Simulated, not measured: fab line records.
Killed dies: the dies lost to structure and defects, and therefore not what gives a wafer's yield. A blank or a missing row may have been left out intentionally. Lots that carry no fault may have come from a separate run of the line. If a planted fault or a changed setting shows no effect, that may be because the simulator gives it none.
A struck lot beside a sound one	flow n5 finfet	18 out of 1938 route steps
Sound: the wafers L796.2, L796.4, L796.5. Struck: wafers L798.2, L798.3, L798.5. The cause is named last.
Each step with rows lists, per side, the tool, then ch with its chambers, then its first start. Under that, the readings that differ: sound wafers	struck wafers	difference of the means	sigmas: that difference in standard deviations of wafers without a fault.
alike: readings with means less than 2 such deviations apart, plus words and numbers identical on both sides. not compared: withheld readings, readings lacking a value on some wafer, bounds such as >300 that could conceal the same value, and numbers that have no deviation in the record and whose values overlap.
A row with sigmas, a row that says differs or no value, or rows on one side alone: a step with any of these is where the two part. When numbers do not overlap yet have no deviation, they are printed without sigmas and do not part them. A reading that every wafer of one side lacks parts them only if that side has two wafers or more.

first, 1 step without rows for these wafers: N5_BEOL_M15_DESCUM_33 (chemistry O2, time 7.9 s).
N5_BEOL_M15_ETCH_61: etches BARC in N2/H2, target depth 89 nm, overetch 26.7 nm, time 67.9 s.
  sound on rie diel-05 ch 0,1,2, day 14 21:05; struck on rie diel-05 ch 1,3, day 15 21:38
  alike: drypump motor current A, n2 flow sccm, oes product au, rf vpp V, showerhead plenum p Torr, throttle valve pct
  not compared: rf hours counter h
then, 3 steps without rows for these wafers: N5_BEOL_M15_TRENCH_ETCH_34 (etches SiO2 in C4F8/O2/Ar, target depth 872.93 nm, time 199 s); N5_BEOL_M15_STRIP_36 (strips in O2); N5_BEOL_M15_STRIP_62 (strips in O2).
N5_BEOL_M15_STRIP_37: strips in O2.
  sound on rie diel-05 ch 0,1,3; struck on rie diel-01 ch 0,2,3
  alike: drypump motor current A, oes product au, rf vpp V, showerhead plenum p Torr, throttle valve pct
  not compared: rf hours counter h
then, 3 steps without rows for these wafers: N5_BEOL_M15_ETCH_38 (etches SiCN in CF4/N2, target depth 106.4 nm, time 120.5 s); N5_BEOL_M15_PRECLEAN_39 (cleans in residue remover, time 60 s); N5_BEOL_M15_SRD_40 (time 30 s, dry time 30 s).
N5_BEOL_M15_DEGAS_41: time 60 s.
  sound: pvd sputter-03 at day 15 00:46; struck: pvd sputter-02 at day 15 23:52
  alike: heater power w
N5_BEOL_M15_PRE_CLEAN_42: time 30 s.
  sound: pvd sputter-03 at day 15 00:49; struck: pvd sputter-02 at day 15 23:54
  alike: heater power w
N5_BEOL_M15_SPUTTER_43: material TaN, target thk 15 nm, time 24.19 s.
  sound: pvd sputter-03 at day 15 00:51; struck: pvd sputter-02 at day 15 23:56
reading	sound	struck	difference	sigmas
cathode dc power W (W)	15004 15000 15001	18746 18747 18742	+3743	+99 or more
model.TaN_of_BEOL_M15_SPUTTER_43.thk nm (nm)	15.2 15.2 15.2	18.8 18.8 18.8	+3.6	
  alike: chamber pressure pa, throttle valve pct
N5_BEOL_M15_SPUTTER_44: material Ta, target thk 15 nm, time 24.19 s.
  sound: pvd sputter-03 at day 15 00:56; struck: pvd sputter-02 at day 16 00:01
  alike: cathode dc power W, chamber pressure pa, throttle valve pct
then, 3 steps without rows for these wafers: N5_BEOL_M15_SPUTTER_45 (material Cu, target thk 100 nm, time 16.67 s); N5_BEOL_M15_ECD_47 (material Cu, target thk 1860 nm); N5_BEOL_M15_ANNEAL_48 (time 90 s).
N5_BEOL_M15_CMP_49: polishes, stops on SiO2, t overpolish 4.9 s, target thk 850 nm.
  sound on cmp-01 ch 0,1,2, day 15 02:29; struck on cmp-02 ch 2,3, day 16 00:56
reading	sound	struck	difference	sigmas
barrier field endpoint s (s)	11.39 11.51 11.43	12.60 12.83 12.86	+1.32	+7
  alike: edge zone pressure frac, motor current A
  not compared: pad life wafers
N5_BEOL_M15_THK_MEAS_50: measures by xrf.
  sound: film metro-01 at day 15 02:42; struck: film metro-01 at day 16 01:14
  alike: M15_THK

## WHERE THEY PART
At N5_BEOL_M15_SPUTTER_43 first; at N5_BEOL_M15_CMP_49 last (within this record only). Later steps at which nothing parts them and some readings are alike: N5_BEOL_M15_THK_MEAS_50.

WHY: what the simulator had put in
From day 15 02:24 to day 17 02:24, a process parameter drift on pvd sputter-02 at N5_BEOL_M15_SPUTTER_43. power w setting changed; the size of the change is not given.
